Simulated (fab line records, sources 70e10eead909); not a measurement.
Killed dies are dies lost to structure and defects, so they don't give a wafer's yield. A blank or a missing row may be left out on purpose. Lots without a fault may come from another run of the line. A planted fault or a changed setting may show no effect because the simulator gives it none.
fab line records | flow nand_harc
record lots=23 wafers=69 last_day=24
route steps=1159 shown A_CHANNEL_HOLE_D1@464 A_STAIRCASE@613
lots that met no fault: from a run of the same line without faults
start_h: hours from the record's first day to the start of the lot's first wafer shown | wait_h: hours since the lot's step before | " the same as in the row above | L1.1+2: a row that stands for several wafers | - no value, or no start given | * or withheld: withheld | < > ~ a bound
route shown NAME@n: a module of which the file shows steps, and the number in the route of the first | usual: mean/standard deviation of fault-free wafers | same: alike in all rows | chamber/n: place in a boat | sites: the reading at each site | _std_site: their standard deviation | _edge_site: outer sites' mean less inner sites' | radius_mm: how far each site lies from the wafer's centre | mask NAME#n: copy n | behind: the tool/chamber that last shaped the wafer | hold: why the lot was held/for how many hours/how that ended | device: the transistor (n, p or np) that didn't switch | end of line: the same wafers' tests at the end of the route | a step without rows: its recipe alone | killed: dies lost to structure and defects at the first sort, not the wafer's yield | map: a wafer's dies, x killed, . not, _ none there
set.NAME: the setting as run; set.NAME@STEP: as run at that earlier step | model.NAME: the simulator's own value behind a step, which no gauge read
steps of the route over a sample of lots; a table a step, a row a wafer
services: from which hour (start_h, from the record's first day; less than 0 if before it) a tool's chamber was out of use, for how many hours, and why
## steps
# step NHARC_A_CHANNEL_HOLE_D1_INSPECT_12
# usual raw_defect_count=5.7/2.8
# columns lot.wafer tool chamber start_h wait_h raw_defect_count
L075.3 defect_inspect-01 - 169.56 0.0 8
L075.4 " - " " 4
L075.6 " - " " 3
L074.1 defect_inspect-02 - 171.16 0.0 3
L074.4 " - " " 10
L074.6 " - " " 7
L076.3 defect_inspect-02 - 191.34 0.0 4
L076.5 " - " " 7
L076.6 " - " " 4
L078.4 defect_inspect-02 - 206.33 0.1 8
L078.5 " - " " 5
L078.6 " - " " 3
L079.1 defect_inspect-02 - 206.49 0.0 6
L079.5 " - " " 4
L079.6 " - " " 9
L080.2 defect_inspect-01 - 211.79 0.0 3
L080.3 " - " " 9
L080.4 " - " " 5
L082.1 defect_inspect-01 - 221.45 0.0 5
L082.4 " - " " 4
L082.5 " - " " 8
L081.1 defect_inspect-01 - 222.66 0.0 3
L081.5 " - " " 7
L081.6 " - " " 6
L083.1 defect_inspect-02 - 228.01 0.0 2
L083.3 " - " " 1
L083.5 " - " " 6
L084.2 defect_inspect-02 - 229.12 0.0 10
L084.3 " - " " 6
L084.4 " - " " 6
L085.2 defect_inspect-02 - 253.76 0.0 3
L085.3 " - " " 5
L085.5 " - " " 6
L087.1 defect_inspect-01 - 254.70 0.0 4
L087.2 " - " " 7
L087.4 " - " " 7
L086.2 defect_inspect-02 - 255.03 0.0 5
L086.5 " - " " 4
L086.6 " - " " 6
L088.1 defect_inspect-02 - 260.03 0.1 6
L088.2 " - " " 4
L088.4 " - " " 8
L089.2 defect_inspect-01 - 266.17 0.0 0
L089.4 " - " " 6
L089.5 " - " " 10
L091.3 defect_inspect-01 - 274.57 0.0 7
L091.5 " - " " 6
L091.6 " - " " 7
L090.1 defect_inspect-01 - 274.85 0.0 6
L090.3 " - " " 2
L090.5 " - " " 11
L092.1 defect_inspect-02 - 282.82 0.0 2
L092.3 " - " " 3
L092.4 " - " " 6
L093.1 defect_inspect-01 - 283.08 0.0 4
L093.4 " - " " 5
L093.6 " - " " 9
L095.3 defect_inspect-01 - 296.85 0.0 9
L095.5 " - " " 12
L095.6 " - " " 5
L094.1 defect_inspect-02 - 298.19 0.0 13
L094.2 " - " " 12
L094.5 " - " " 8
L096.1 defect_inspect-01 - 300.07 0.0 6
L096.4 " - " " 7
L096.6 " - " " 7
L097.3 defect_inspect-01 - 313.28 0.0 6
L097.4 " - " " 4
L097.5 " - " " 3
# step NHARC_A_STAIRCASE_DESCUM_219
# recipe time_s=3 o2_flow_sccm=200 ar_flow_sccm=0 bias_power_w=0 chemistry=O2
# usual drypump_motor_current_A=5.5/0.32 oes_product_au=0.996/0.0086 rf_vpp_V=57.9/0.82 showerhead_plenum_p_Torr=1.91/0.076 throttle_valve_pct=11.311/0.01
# columns lot.wafer tool chamber start_h wait_h drypump_motor_current_A oes_product_au rf_hours_counter_h rf_vpp_V showerhead_plenum_p_Torr throttle_valve_pct
L075.3 rie_diel-08 2 242.98 - 5.5 1.023 43 57.7 1.98 11.304
L075.4 " 3 " " 5.8 0.999 44 58.5 1.80 11.319
L075.6 " 1 " " 5.4 0.991 - 57.0 1.89 11.314
L074.4 rie_diel-01 2 243.99 - 5.7 1.007 39 57.4 1.97 11.308
L074.1 " 1 " " 5.6 1.000 35 58.1 2.06 11.320
L074.6 " 3 " " 5.0 0.979 - 58.0 1.99 11.297
L076.3 rie_diel-01 2 257.89 - 5.7 0.997 43 57.5 1.96 11.321
L076.5 " 3 " " 5.0 1.000 - 57.1 1.99 11.316
L076.6 " 0 " " 5.5 0.990 - 58.4 1.92 11.318
L078.4 rie_diel-09 2 275.02 - 5.6 1.000 5 56.5 1.83 11.302
L078.5 " 3 " " 6.0 0.992 - 58.1 1.97 11.313
L078.6 " 0 " " 4.9 1.004 - 56.2 1.87 11.313
L079.1 rie_diel-08 2 275.87 - 5.5 1.015 54 57.3 1.98 11.319
L079.5 " 3 " " 5.8 0.983 - 56.6 1.79 11.301
L079.6 " 0 " " 5.8 0.963 - 58.5 1.81 11.328
L080.2 rie_diel-01 2 280.90 - 5.7 0.995 52 58.5 1.96 11.310
L080.3 " 3 " " 5.0 0.997 46 58.5 1.98 11.309
L080.4 " 0 " " 5.5 1.004 52 58.7 1.92 11.308
L081.1 rie_diel-09 0 292.86 - 5.0 1.001 12 58.2 1.87 11.313
L081.6 " 3 " " 6.0 0.993 - 57.9 1.97 11.306
L081.5 " 0 " " 5.0 1.002 - 58.1 1.87 11.304
L082.4 rie_diel-01 3 294.75 - 5.0 0.995 52 58.3 1.98 11.318
L082.1 " 0 " " 5.5 0.999 58 57.9 1.91 11.308
L082.5 " 2 " " 5.7 0.993 - 57.6 1.96 11.305
L084.3 rie_diel-09 0 300.92 - 4.9 1.005 15 58.8 1.87 11.313
L084.2 " 1 " " 5.6 0.995 14 57.6 1.91 11.319
L084.4 " 0 " " 4.9 1.003 - 57.0 1.87 11.316
L083.1 rie_diel-09 3 301.40 - 6.0 0.984 16 58.4 1.97 11.286
L083.3 " 0 " " 5.0 1.006 15 58.1 1.87 11.317
L083.5 " 1 " " 5.6 1.007 - 57.0 1.91 11.332
L087.2 rie_diel-09 0 325.73 - 4.9 1.006 26 57.1 1.87 11.299
L087.1 " 1 " " 5.6 0.995 24 58.8 1.91 11.302
L087.4 " 2 " " 5.6 1.002 18 59.2 1.82 11.311
L085.2 rie_diel-08 0 325.89 - 5.8 0.997 6 57.4 1.80 11.316
L085.3 " 3 " " 5.8 0.988 6 58.0 1.79 11.315
L085.5 " 0 " " 5.8 0.979 - 56.7 1.80 11.326
L086.2 rie_diel-01 1 326.56 - 5.6 0.990 0 57.9 2.05 11.301
L086.5 " 1 " " 5.6 0.996 - 58.5 2.05 11.300
L086.6 " 2 " " 5.7 0.991 - 58.5 1.96 11.303
L088.2 rie_diel-08 1 331.46 - 5.4 1.015 7 57.6 1.89 11.321
L088.4 " 2 " " 5.6 1.001 7 58.3 1.97 11.310
L088.1 " 3 " " 5.8 0.985 8 57.2 1.79 11.315
L089.2 rie_diel-01 2 331.83 - 5.7 0.993 2 58.2 1.96 11.306
L089.5 " 0 " " 5.5 1.011 - 58.3 1.91 11.311
L089.4 " 1 " " 5.6 0.993 - 60.2 2.05 11.310
L091.3 rie_diel-09 1 342.93 - 5.6 1.001 32 58.2 1.91 11.322
L091.6 " 3 " " 6.0 0.980 - 57.4 1.96 11.304
L091.5 " 0 " " 4.9 1.001 - 57.4 1.86 11.320
L090.3 rie_diel-01 2 343.18 - 5.7 1.008 7 57.7 1.95 11.316
L090.1 " 1 " " 5.6 1.005 7 57.8 2.05 11.323
L090.5 " 2 " " 5.7 1.000 - 57.7 1.95 11.283
L092.1 rie_diel-08 2 355.77 - 5.6 0.988 18 59.5 1.97 11.317
L092.4 " 0 " " 5.8 0.989 18 57.4 1.80 11.310
L092.3 " 1 " " 5.4 1.001 19 58.7 1.88 11.328
L093.4 rie_diel-09 1 359.67 - 5.6 0.996 38 57.9 1.91 11.307
L093.1 " 2 " " 5.6 0.996 32 58.8 1.82 11.291
L093.6 " 1 " " 5.6 0.994 - 58.7 1.91 11.306
L096.4 rie_diel-09 2 369.38 - 5.6 0.986 36 57.0 1.82 11.320
L096.1 " 3 " " 6.0 0.991 43 59.0 1.96 11.307
L096.6 " 1 " " 5.6 0.997 - 56.7 1.91 11.317
L094.1 rie_diel-09 0 369.82 - 4.9 1.004 43 57.2 1.86 11.310
L094.2 " 1 " " 5.6 0.999 43 58.1 1.90 11.316
L094.5 " 3 " " 6.0 0.989 - 57.3 1.96 11.326
L095.3 rie_diel-08 3 372.75 - 5.8 0.988 23 56.8 1.78 11.333
L095.6 " 1 " " 5.4 0.994 - 57.4 1.88 11.292
L095.5 " 3 " " 5.8 0.991 - 56.7 1.78 11.321
L097.4 rie_diel-08 0 393.18 - 5.8 0.990 35 56.9 1.80 11.329
L097.3 " 1 " " 5.4 0.991 34 58.6 1.88 11.298
L097.5 " 2 " " 5.6 1.006 - 58.7 1.97 11.303
# step NHARC_A_STAIRCASE_ETCH_221
# recipe target_depth_a=1000 time_s=40.5 ion_energy_ev=400 c4f8_flow_sccm=20 o2_flow_sccm=10 ar_flow_sccm=withheld rf_w=600 bias_w=1000 chemistry=C4F8/O2
# usual oes_product_au=0.938/0.013 rf_vpp_V=896/4.9
# columns lot.wafer tool chamber start_h wait_h oes_product_au rf_hours_counter_h rf_vpp_V
L075.4 rie_diel-08 2 - - 0.934 43 900
L075.3 " 3 " " 0.905 44 888
L075.6 " 2 " " 0.942 - 902
L074.1 rie_diel-01 2 - - 0.936 39 899
L074.4 " 1 " " 0.927 35 904
L074.6 " 3 " " 0.921 - 900
L076.3 rie_diel-01 2 - - 0.938 43 901
L076.5 " 2 " " 0.932 - 897
L076.6 " 3 " " 0.935 - 901
L078.4 rie_diel-09 3 - - 0.945 5 900
L078.6 " 2 " " 0.958 - 891
L078.5 " 3 " " 0.946 - 899
L079.1 rie_diel-08 0 - - 0.913 49 888
L079.6 " 2 " " 0.975 - 900
L079.5 " 3 " " 0.943 - 889
L080.3 rie_diel-01 2 - - 0.926 52 898
L080.4 " 3 " " 0.929 46 900
L080.2 " 0 " " 0.945 52 896
L081.1 rie_diel-09 3 - - 0.926 12 898
L081.5 " 1 " " 0.933 - 894
L081.6 " 2 " " 0.934 - 891
L082.1 rie_diel-01 3 - - 0.924 53 899
L082.4 " 0 " " 0.934 58 895
L082.5 " 3 " " 0.928 - 900
L084.3 rie_diel-09 3 - - 0.924 16 901
L084.2 " 1 " " 0.928 14 894
L084.4 " 0 " " 0.946 - 893
L083.3 rie_diel-09 1 - - 0.919 14 897
L083.1 " 3 " " 0.925 16 900
L083.5 " 1 " " 0.922 - 897
L087.2 rie_diel-09 2 - - 0.945 18 891
L087.1 " 3 " " 0.952 26 898
L087.4 " 1 " " 0.947 25 894
L085.2 rie_diel-08 1 - - 0.953 5 895
L085.3 " 2 " " 0.943 6 900
L085.5 " 1 " " 0.947 - 892
L086.2 rie_diel-01 3 - - 0.952 1 900
L086.6 " 2 " " 0.937 - 899
L086.5 " 3 " " 0.950 - 901
L088.1 rie_diel-08 1 - - 0.941 7 894
L088.4 " 3 " " 0.952 8 890
L088.2 " 0 " " 0.936 8 890
L089.2 rie_diel-01 0 - - 0.953 2 896
L089.5 " 1 " " 0.932 - 904
L089.4 " 0 " " 0.941 - 895
L091.3 rie_diel-09 1 - - 0.945 32 896
L091.5 " 2 " " 0.968 - 889
L091.6 " 3 " " 0.948 - 898
L090.3 rie_diel-01 2 - - 0.926 7 897
L090.1 " 0 " " 0.935 7 896
L090.5 " 1 " " 0.930 - 905
L092.4 rie_diel-08 1 - - 0.960 19 894
L092.3 " 2 " " 0.940 18 898
L092.1 " 3 " " 0.942 18 888
L093.4 rie_diel-09 1 - - 0.935 38 897
L093.1 " 2 " " 0.954 32 890
L093.6 " 0 " " 0.942 - 894
L096.4 rie_diel-09 0 - - 0.963 42 892
L096.1 " 1 " " 0.961 43 895
L096.6 " 0 " " 0.971 - 892
L094.2 rie_diel-09 2 - - 0.929 36 889
L094.1 " 0 " " 0.930 43 893
L094.5 " 3 " " 0.920 - 898
L095.3 rie_diel-08 0 - - 0.928 25 889
L095.5 " 3 " " 0.926 - 889
L095.6 " 1 " " 0.945 - 894
L097.3 rie_diel-08 3 - - 0.925 35 887
L097.4 " 0 " " 0.940 35 888
L097.5 " 0 " " 0.944 - 889
# step NHARC_A_STAIRCASE_TRIM_224
# recipe time_s=211.2 o2_flow_sccm=500 ar_flow_sccm=0 bias_w=0 chemistry=O2
# usual drypump_motor_current_A=5.56/0.3 oes_product_au=0.997/0.0097 rf_vpp_V=57.7/0.91 showerhead_plenum_p_Torr=3.52/0.13 throttle_valve_pct=17.036/0.0092
# columns lot.wafer tool chamber start_h wait_h drypump_motor_current_A oes_product_au rf_hours_counter_h rf_vpp_V showerhead_plenum_p_Torr throttle_valve_pct
L075.3 rie_diel-08 2 - - 5.59 1.013 43 59.4 3.64 17.023
L075.4 " 3 " " 5.80 0.989 44 55.8 3.33 17.048
L075.6 " 2 " " 5.56 1.013 - 56.8 3.64 17.020
L074.1 rie_diel-01 3 - - 5.03 0.991 33 57.3 3.66 17.011
L074.4 " 0 " " 5.55 1.007 38 57.9 3.54 17.033
L074.6 " 0 " " 5.49 0.996 - 57.5 3.54 17.022
L076.3 rie_diel-01 0 - - 5.48 1.007 43 59.1 3.54 17.041
L076.5 " 3 " " 5.03 0.983 - 57.6 3.65 17.034
L076.6 " 0 " " 5.49 0.998 - 57.5 3.54 17.037
L078.4 rie_diel-09 0 - - 4.92 0.996 4 56.4 3.46 17.037
L078.6 " 2 " " 5.60 0.986 - 57.7 3.38 17.036
L078.5 " 3 " " 6.08 0.986 - 58.1 3.63 17.030
L079.1 rie_diel-08 3 - - 5.76 0.984 55 56.9 3.32 17.027
L079.5 " 1 " " 5.44 1.005 - 57.5 3.49 17.033
L079.6 " 2 " " 5.59 1.011 - 58.7 3.64 17.028
L080.3 rie_diel-01 2 - - 5.70 0.999 52 57.0 3.61 17.032
L080.4 " 3 " " 5.02 1.009 47 59.2 3.65 17.031
L080.2 " 0 " " 5.55 1.015 53 58.4 3.53 17.030
L081.1 rie_diel-09 1 - - 5.58 0.993 11 57.7 3.53 17.039
L081.6 " 1 " " 5.61 0.996 - 57.1 3.53 17.024
L081.5 " 2 " " 5.61 0.993 - 57.0 3.38 17.050
L082.4 rie_diel-01 3 - - 5.07 1.012 53 59.0 3.64 17.048
L082.1 " 1 " " 5.63 1.013 56 58.8 3.77 17.032
L082.5 " 3 " " 5.07 1.013 - 59.0 3.64 17.020
L084.3 rie_diel-09 3 - - 6.03 0.977 16 57.4 3.62 17.025
L084.2 " 1 " " 5.61 0.996 14 57.4 3.53 17.033
L084.4 " 3 " " 6.05 0.981 - 58.3 3.62 17.028
L083.1 rie_diel-09 1 - - 5.58 0.986 15 58.6 3.53 17.034
L083.3 " 3 " " 6.07 0.992 17 56.8 3.62 17.034
L083.5 " 3 " " 6.05 1.001 - 57.3 3.62 17.029
L087.2 rie_diel-09 2 - - 5.64 0.998 18 57.6 3.37 17.038
L087.1 " 3 " " 6.05 0.979 26 57.9 3.62 17.035
L087.4 " 0 " " 4.95 0.996 26 56.6 3.45 17.039
L085.3 rie_diel-08 3 - - 5.76 0.989 7 57.1 3.31 17.021
L085.2 " 1 " " 5.45 1.017 6 58.7 3.48 17.043
L085.5 " 2 " " 5.59 0.998 - 56.5 3.63 17.052
L086.2 rie_diel-01 1 - - 5.64 1.000 1 59.8 3.77 17.053
L086.5 " 2 " " 5.68 1.001 - 57.1 3.60 17.039
L086.6 " 3 " " 5.07 1.004 - 58.2 3.64 17.051
L089.2 rie_diel-01 1 - - 5.62 0.994 2 57.6 3.77 17.037
L089.4 " 1 " " 5.59 0.994 - 57.2 3.77 17.036
L089.5 " 2 " " 5.68 0.997 - 57.8 3.60 17.030
L088.4 rie_diel-08 2 - - 5.54 1.012 8 58.8 3.63 17.040
L088.1 " 3 " " 5.79 0.991 9 57.3 3.31 17.032
L088.2 " 1 " " 5.44 1.005 9 57.9 3.48 17.048
L091.3 rie_diel-09 3 - - 6.03 0.987 33 59.3 3.61 17.040
L091.6 " 1 " " 5.58 1.012 - 57.3 3.52 17.032
L091.5 " 2 " " 5.62 0.989 - 57.3 3.37 17.050
L090.1 rie_diel-01 2 - - 5.69 0.987 8 59.2 3.60 17.024
L090.3 " 1 " " 5.60 0.997 7 57.8 3.76 17.026
L090.5 " 1 " " 5.63 1.002 - 59.2 3.77 17.028
L092.1 rie_diel-08 3 - - 5.79 0.997 18 56.5 3.31 17.034
L092.4 " 1 " " 5.44 1.003 19 59.2 3.47 17.029
L092.3 " 2 " " 5.55 1.002 18 58.8 3.63 17.037
L093.1 rie_diel-09 3 - - 6.04 1.000 38 60.1 3.61 17.044
L093.4 " 0 " " 4.93 0.997 37 57.8 3.44 17.028
L093.6 " 1 " " 5.59 0.996 - 58.0 3.52 17.044
L096.4 rie_diel-09 3 - - 6.04 0.998 43 56.6 3.61 17.042
L096.1 " 0 " " 4.92 1.001 43 57.6 3.44 17.039
L096.6 " 0 " " 4.95 1.001 - 56.7 3.44 17.040
L094.1 rie_diel-09 2 - - 5.62 1.003 37 57.3 3.36 17.029
L094.2 " 3 " " 6.02 0.988 43 57.8 3.61 17.043
L094.5 " 3 " " 6.02 0.986 - 58.4 3.61 17.035
L095.3 rie_diel-08 1 - - 5.42 1.002 25 58.3 3.47 17.032
L095.6 " 0 " " 5.82 0.994 - 56.5 3.33 17.027
L095.5 " 1 " " 5.44 1.009 - 58.6 3.47 17.056
L097.3 rie_diel-08 0 - - 5.79 0.986 35 58.2 3.33 17.053
L097.4 " 1 " " 5.47 0.991 34 57.9 3.47 17.027
L097.5 " 2 " " 5.58 1.004 - 58.3 3.62 17.022
# step NHARC_A_STAIRCASE_TRIM_226
# recipe time_s=211.2 o2_flow_sccm=500 ar_flow_sccm=0 bias_w=0 chemistry=O2
# usual drypump_motor_current_A=5.6/0.3 oes_product_au=0.996/0.0095 rf_vpp_V=57.8/0.94 showerhead_plenum_p_Torr=3.52/0.13 throttle_valve_pct=17.035/0.0093
# columns lot.wafer tool chamber start_h wait_h drypump_motor_current_A oes_product_au rf_hours_counter_h rf_vpp_V showerhead_plenum_p_Torr throttle_valve_pct
L075.4 rie_diel-08 3 - - 5.8 0.990 45 57.4 3.33 17.034
L075.3 " 0 " " 5.8 0.982 39 59.6 3.36 17.041
L075.6 " 0 " " 5.8 0.982 - 57.2 3.36 17.043
L074.4 rie_diel-01 1 - - 5.6 0.989 36 57.7 3.79 17.032
L074.1 " 0 " " 5.5 0.991 39 56.9 3.54 17.037
L074.6 " 1 " " 5.6 0.992 - 57.9 3.79 17.032
L076.3 rie_diel-01 2 - - 5.7 1.003 43 58.3 3.61 17.023
L076.6 " 0 " " 5.5 0.988 - 57.7 3.54 17.024
L076.5 " 1 " " 5.6 1.000 - 59.4 3.79 17.037
L078.4 rie_diel-09 2 - - 5.6 0.990 5 57.1 3.38 17.039
L078.6 " 1 " " 5.6 0.989 - 57.0 3.54 17.024
L078.5 " 2 " " 5.6 0.995 - 57.4 3.38 17.036
L079.1 rie_diel-08 1 - - 5.5 0.999 56 57.8 3.49 17.031
L079.5 " 0 " " 5.8 0.975 - 59.8 3.35 17.013
L079.6 " 1 " " 5.4 1.004 - 58.0 3.49 17.020
L080.3 rie_diel-01 0 - - 5.5 1.025 53 58.4 3.53 17.023
L080.2 " 1 " " 5.6 1.012 49 58.1 3.78 17.024
L080.4 " 2 " " 5.7 0.999 53 58.3 3.61 17.038
L081.1 rie_diel-09 2 - - 5.6 0.996 8 57.4 3.38 17.037
L081.6 " 3 " " 6.0 0.984 - 57.5 3.63 17.039
L081.5 " 0 " " 4.9 1.006 - 57.2 3.45 17.035
L082.1 rie_diel-01 3 - - 5.0 1.002 54 60.7 3.64 17.042
L082.4 " 0 " " 5.5 0.999 60 56.8 3.53 17.042
L082.5 " 2 " " 5.7 1.001 - 58.7 3.61 17.030
L084.2 rie_diel-09 1 - - 5.6 1.001 14 57.7 3.53 17.029
L084.3 " 0 " " 4.9 1.001 16 57.2 3.45 17.035
L084.4 " 3 " " 6.0 0.989 - 57.0 3.62 17.035
L083.3 rie_diel-09 3 - - 6.0 0.985 17 57.2 3.62 17.030
L083.1 " 1 " " 5.6 1.007 15 56.9 3.53 17.029
L083.5 " 0 " " 4.9 1.005 - 57.7 3.45 17.043
L087.4 rie_diel-09 3 - - 6.0 0.989 26 57.8 3.62 17.028
L087.2 " 0 " " 5.0 0.996 26 57.8 3.45 17.032
L087.1 " 1 " " 5.6 0.996 25 58.3 3.52 17.050
L085.3 rie_diel-08 1 - - 5.4 1.012 6 57.0 3.48 17.045
L085.2 " 0 " " 5.8 0.995 6 56.3 3.34 17.051
L085.5 " 2 " " 5.6 1.000 - 59.3 3.63 17.044
L086.2 rie_diel-01 0 - - 5.5 0.998 1 57.7 3.52 17.033
L086.6 " 0 " " 5.5 1.002 - 57.9 3.52 17.025
L086.5 " 1 " " 5.6 0.996 - 59.1 3.77 17.042
L089.2 rie_diel-01 1 - - 5.6 0.975 3 58.7 3.77 17.042
L089.4 " 0 " " 5.5 0.991 - 57.5 3.52 17.037
L089.5 " 1 " " 5.7 0.974 - 59.6 3.77 17.029
L088.4 rie_diel-08 0 - - 5.8 0.974 10 57.0 3.34 17.031
L088.2 " 1 " " 5.4 1.004 9 57.4 3.48 17.046
L088.1 " 3 " " 5.8 0.986 9 56.1 3.31 17.022
L091.3 rie_diel-09 2 - - 5.6 0.998 26 58.0 3.37 17.032
L091.6 " 2 " " 5.6 0.998 - 58.0 3.37 17.044
L091.5 " 3 " " 6.0 1.002 - 58.3 3.61 17.032
L090.3 rie_diel-01 0 - - 5.5 0.992 8 58.3 3.52 17.036
L090.1 " 1 " " 5.6 0.998 7 58.5 3.76 17.035
L090.5 " 2 " " 5.7 0.986 - 57.2 3.60 17.027
L092.1 rie_diel-08 0 - - 5.8 0.988 19 57.0 3.33 17.036
L092.3 " 1 " " 5.5 1.002 19 58.1 3.47 17.025
L092.4 " 2 " " 5.6 0.990 18 59.0 3.63 17.031
L093.1 rie_diel-09 3 - - 6.1 0.989 38 57.2 3.61 17.045
L093.4 " 0 " " 5.0 0.996 38 58.7 3.44 17.033
L093.6 " 2 " " 5.6 0.995 - 58.9 3.37 17.025
L096.4 rie_diel-09 2 - - 5.6 0.999 37 56.5 3.36 17.027
L096.1 " 0 " " 4.9 1.016 43 58.2 3.44 17.032
L096.6 " 1 " " 5.6 1.011 - 58.8 3.51 17.048
L094.1 rie_diel-09 1 - - 5.6 1.010 44 57.6 3.51 17.037
L094.2 " 3 " " 6.0 0.990 44 58.7 3.61 17.021
L094.5 " 1 " " 5.6 1.006 - 57.3 3.51 17.031
L095.3 rie_diel-08 3 - - 5.8 0.989 24 56.4 3.30 17.044
L095.6 " 1 " " 5.4 0.993 - 58.3 3.47 17.021
L095.5 " 3 " " 5.8 0.989 - 57.4 3.30 17.034
L097.4 rie_diel-08 2 - - 5.6 1.017 31 58.5 3.62 17.032
L097.3 " 3 " " 5.8 0.988 35 58.3 3.30 17.037
L097.5 " 2 " " 5.5 1.003 - 59.2 3.62 17.027
# step NHARC_A_STAIRCASE_TRIM_233
# recipe time_s=211.2 o2_flow_sccm=500 ar_flow_sccm=0 bias_w=0 chemistry=O2
# usual drypump_motor_current_A=5.56/0.3 oes_product_au=0.998/0.0097 rf_vpp_V=57.8/0.92 showerhead_plenum_p_Torr=3.53/0.14 throttle_valve_pct=17.037/0.0098
# columns lot.wafer tool chamber start_h wait_h drypump_motor_current_A oes_product_au rf_hours_counter_h rf_vpp_V showerhead_plenum_p_Torr throttle_valve_pct
L075.4 rie_diel-08 2 - - 5.59 1.002 43 58.4 3.64 17.049
L075.3 " 1 " " 5.43 0.995 45 58.2 3.50 17.049
L075.6 " 2 " " 5.60 1.015 - 56.8 3.64 17.043
L074.1 rie_diel-01 0 - - 5.52 1.006 39 59.2 3.54 17.028
L074.4 " 2 " " 5.71 1.000 40 59.5 3.62 17.036
L074.6 " 0 " " 5.52 1.009 - 58.5 3.54 17.022
L076.3 rie_diel-08 2 - - 5.58 1.022 50 58.2 3.64 17.027
L076.5 " 3 " " 5.79 0.984 - 58.6 3.32 17.045
L076.6 " 0 " " 5.81 0.974 - 57.5 3.35 17.020
L078.4 rie_diel-09 3 - - 6.05 0.998 5 56.8 3.63 17.043
L078.5 " 2 " " 5.61 0.995 - 58.0 3.38 17.051
L078.6 " 3 " " 6.04 0.999 - 56.4 3.63 17.036
L079.1 rie_diel-01 0 - - 5.53 1.011 50 58.7 3.53 17.038
L079.6 " 2 " " 5.70 0.990 - 57.7 3.61 17.038
L079.5 " 3 " " 5.03 1.002 - 56.7 3.65 17.039
L080.2 rie_diel-01 0 - - 5.48 1.009 53 56.2 3.53 17.046
L080.4 " 1 " " 5.65 1.011 50 59.3 3.78 17.057
L080.3 " 2 " " 5.68 1.001 53 57.3 3.61 17.020
L081.1 rie_diel-01 3 - - 5.01 1.005 52 58.2 3.65 17.022
L081.5 " 3 " " 5.00 1.004 - 58.2 3.65 17.038
L081.6 " 0 " " 5.51 1.006 - 58.1 3.53 17.044
L082.4 rie_diel-01 1 - - 5.61 1.007 57 56.7 3.77 17.040
L082.1 " 2 " " 5.70 1.001 61 58.3 3.61 17.039
L082.5 " 2 " " 5.70 1.001 - 58.8 3.61 17.041
L084.4 rie_diel-09 3 - - 6.06 0.988 18 56.6 3.62 17.054
L084.3 " 1 " " 5.58 0.997 16 57.3 3.53 17.038
L084.2 " 2 " " 5.63 0.988 9 56.4 3.38 17.035
L083.3 rie_diel-09 0 - - 4.90 1.013 18 56.1 3.45 17.052
L083.1 " 2 " " 5.61 0.998 10 56.7 3.38 17.045
L083.5 " 3 " " 6.07 0.987 - 57.0 3.62 17.018
L087.1 rie_diel-09 0 - - 4.99 1.009 26 58.3 3.45 17.041
L087.2 " 1 " " 5.59 0.995 25 57.6 3.52 17.036
L087.4 " 2 " " 5.59 0.996 18 55.4 3.37 17.032
L085.3 rie_diel-08 1 - - 5.45 0.997 6 58.7 3.48 17.033
L085.2 " 2 " " 5.60 1.014 6 58.0 3.63 17.046
L085.5 " 0 " " 5.82 1.001 - 57.5 3.34 17.048
L086.2 rie_diel-08 2 - - 5.54 0.998 7 58.0 3.63 17.042
L086.6 " 0 " " 5.82 0.979 - 57.0 3.34 17.032
L086.5 " 1 " " 5.42 1.007 - 56.8 3.48 17.007
L089.2 rie_diel-08 1 - - 5.45 1.006 10 57.0 3.48 17.029
L089.4 " 0 " " 5.78 0.998 11 56.1 3.34 17.045
L089.5 " 2 " " 5.60 1.004 - 59.5 3.63 17.041
L088.4 rie_diel-08 1 - - 5.43 1.003 10 57.4 3.48 17.013
L088.1 " 2 " " 5.58 0.995 10 58.7 3.63 17.041
L088.2 " 3 " " 5.78 0.989 10 57.8 3.31 17.015
L091.3 rie_diel-09 2 - - 5.64 1.004 27 57.3 3.37 17.019
L091.6 " 3 " " 6.06 0.990 - 57.6 3.61 17.018
L091.5 " 0 " " 4.95 1.002 - 58.3 3.44 17.029
L090.1 rie_diel-01 0 - - 5.50 0.990 8 57.2 3.52 17.048
L090.3 " 1 " " 5.61 1.005 8 60.6 3.76 17.040
L090.5 " 2 " " 5.70 0.986 - 56.8 3.60 17.029
L092.4 rie_diel-09 2 - - 5.62 0.994 31 56.8 3.37 17.038
L092.1 " 3 " " 6.05 1.002 38 59.9 3.61 17.044
L092.3 " 1 " " 5.58 0.998 38 58.9 3.52 17.049
L093.1 rie_diel-01 1 - - 5.64 1.007 14 58.2 3.76 17.039
L093.4 " 3 " " 5.02 0.991 5 57.3 3.64 17.019
L093.6 " 2 " " 5.70 1.003 - 57.8 3.59 17.047
L096.1 rie_diel-01 1 - - 5.65 0.995 17 59.7 3.76 17.037
L096.4 " 2 " " 5.68 0.990 18 57.5 3.59 17.027
L096.6 " 1 " " 5.62 0.991 - 59.6 3.76 17.034
L094.1 rie_diel-09 1 - - 5.59 1.006 44 56.8 3.51 17.038
L094.2 " 2 " " 5.61 0.983 37 57.2 3.36 17.039
L094.5 " 1 " " 5.59 1.003 - 56.9 3.51 17.040
L095.3 rie_diel-08 1 - - 5.45 1.002 26 57.5 3.47 17.041
L095.5 " 3 " " 5.79 0.988 - 57.2 3.30 17.043
L095.6 " 1 " " 5.47 0.991 - 58.4 3.47 17.037
L097.3 rie_diel-09 1 - - 5.59 0.997 54 57.2 3.51 17.035
L097.4 " 2 " " 5.61 0.994 46 58.7 3.36 17.046
L097.5 " 1 " " 5.58 0.990 - 57.6 3.51 17.040
## services
# columns tool chamber start_h hours kind
rie_diel-09 0 233.43 - clean
rie_diel-09 1 233.43 - clean
rie_diel-09 2 233.43 - clean
rie_diel-09 3 233.43 - clean
rie_diel-09 - 245.02 0.4 repair
rie_diel-09 2 249.53 - consumable_replace:focus_ring
rie_diel-09 2 249.53 9.0 scheduled_down
rie_diel-09 2 249.53 9.0 vent_cycle
rie_diel-09 - 254.44 9.0 pm
rie_diel-09 0 254.44 9.0 vent_cycle
rie_diel-09 1 254.44 9.0 vent_cycle
rie_diel-09 3 254.44 9.0 vent_cycle
rie_diel-09 0 263.44 - clean
rie_diel-09 1 263.44 - clean
rie_diel-09 2 263.44 - clean
rie_diel-09 3 263.44 - clean
rie_diel-09 2 278.74 10.0 repair
rie_diel-09 0 287.94 - clean
rie_diel-09 1 287.94 - clean
rie_diel-09 2 295.60 8.1 repair
rie_diel-08 - 301.88 9.0 pm
rie_diel-01 2 306.60 9.9 repair
rie_diel-01 - 314.80 9.0 pm
rie_diel-01 3 331.80 21.5 repair
## key
fault none
